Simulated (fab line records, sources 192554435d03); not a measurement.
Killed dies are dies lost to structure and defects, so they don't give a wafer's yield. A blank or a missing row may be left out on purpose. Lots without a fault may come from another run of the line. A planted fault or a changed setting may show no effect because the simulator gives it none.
Split-lot experiment | flow n5_finfet | 7 lots, 21 wafers read, on a route of 1938 steps

THE SPLIT
At N5_BEOL_M3_ETCH_64 (etches SOC in N2/H2, target depth 75 nm, overetch 15 nm, time 112.5 s), the setting time_s was moved away from the recipe's 112.5 s on 9 of the 21 wafers read, by -18.6% to +6.5%. The other wafers ran this setting at the recipe's value.

The reading is taken at the split's own step.

THE READING
SiARC_of_BEOL_M3_COAT_62.thk_nm (the simulator's own value, which no gauge read), in nm, at N5_BEOL_M3_ETCH_64 (etches SOC in N2/H2, target depth 75 nm, overetch 15 nm, time 112.5 s). The file gives no usual value for it. The 12 wafers here that ran the recipe average 6.8 nm, standard deviation 0.15 nm.

wafer  | tool, chamber at the split | time_s as run, s | against the recipe | SiARC_of_BEOL_M3_COAT_62.thk_nm, nm | against lot-mates on the recipe
L081.2 | rie_diel-01, 3,2,0         | 112.5            | recipe             | 7                                   | -
L081.4 | rie_diel-01, 3,2,0         | 112.5            | recipe             | 7                                   | -
L081.5 | rie_diel-01, 3,2,0         | 112.5            | recipe             | 7                                   | -
L082.1 | rie_diel-01, 3             | 119.8            | +6.5%              | 6.4                                 | -0.4
L082.4 | rie_diel-01, 0             | 119.8            | +6.5%              | 6.6                                 | -0.2
L082.5 | rie_diel-01, 3             | 112.5            | recipe             | 6.8                                 | -
L084.3 | rie_diel-04, 1             | 99.61            | -11.5%             | 7.4                                 | +0.6
L084.5 | rie_diel-04, 1             | 112.5            | recipe             | 6.8                                 | -
L084.6 | rie_diel-04, 2             | 99.61            | -11.5%             | 7.6                                 | +0.8
L088.1 | rie_diel-01, 3,2           | 93.08            | -17.3%             | 7.8                                 | +1.0
L088.2 | rie_diel-01, 3,2           | 93.08            | -17.3%             | 7.8                                 | +1.0
L088.5 | rie_diel-01, 2             | 112.5            | recipe             | 6.8                                 | -
L090.1 | rie_diel-03, 1             | 97.84            | -13.0%             | 7.2                                 | +0.4
L090.2 | rie_diel-03, 3             | 112.5            | recipe             | 6.8                                 | -
L090.6 | rie_diel-03, 3             | 97.84            | -13.0%             | 7.6                                 | +0.8
L096.1 | rie_diel-03, 2             | 112.5            | recipe             | 6.4                                 | -
L096.2 | rie_diel-03, 1             | 91.58            | -18.6%             | 7.6                                 | +1.0
L096.5 | rie_diel-03, 3             | 112.5            | recipe             | 6.8                                 | -
L097.3 | rie_diel-04, 1,2,3         | 112.5            | recipe             | 6.8                                 | -
L097.4 | rie_diel-04, 1,2,3         | 112.5            | recipe             | 6.8                                 | -
L097.6 | rie_diel-04, 1,2,3         | 112.5            | recipe             | 6.8                                 | -
Where a row lists several chambers, the file gives one row for several wafers and doesn't say which wafer went through which chamber.

THE FIT
A straight line over all 21 wafers: SiARC_of_BEOL_M3_COAT_62.thk_nm changes by -0.051 nm for each +1% of time_s; r = -0.93; the points scatter about the line by 0.16 nm.
The same after taking each lot's own level away (the mean of its wafers on the recipe; 21 wafers): -0.054 nm for each +1%; r = -0.97; scatter 0.11 nm.
On that fit, the largest move of time_s shifts the reading by 1 nm.
The lots' own levels span 6.60 to 7.00 nm, that is 2.6 times the standard deviation above.
So the lot-to-lot level changes the slope little: the two slopes agree.
Check: with one of the wafers moved furthest among these (-18.6%) left out of the fit, the line predicts +1.02 nm for it against its lot-mates. It came out at +1 nm against them.

OTHER SPLITS ON THESE WAFERS
These wafers also went through other splits before the reading. Each is held against what the fit with the lots' levels taken away leaves over:
other split on the same wafers               | wafers away from the commonest value | r with SiARC_of_BEOL_M3_COAT_62.thk_nm (lot level and that fit taken away)
N5_MOL_CONTACT_COAG_EXPOSE_05 dose_mj        | 8                                    | +0.16
N5_MOL_CONTACT_COAG_CONTACT_ETCH_14 source_w | 10                                   | +0.07
N5_MOL_CONTACT_COAG_EXPOSE_81 dose_mj        | 7                                    | +0.01
N5_BEOL_M0_SAQP_DESCUM_19 time_s             | 8                                    | -0.42
N5_BEOL_M1_EXPOSE_08 dose_mj                 | 2                                    | -0.19
N5_BEOL_M2_COAT_62 spin_rpm                  | 4                                    | -0.14

THE FILE'S OWN FIT
SiARC_of_BEOL_M3_COAT_62.thk_nm changes by -0.0544 nm for each +1% of time_s, r = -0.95.
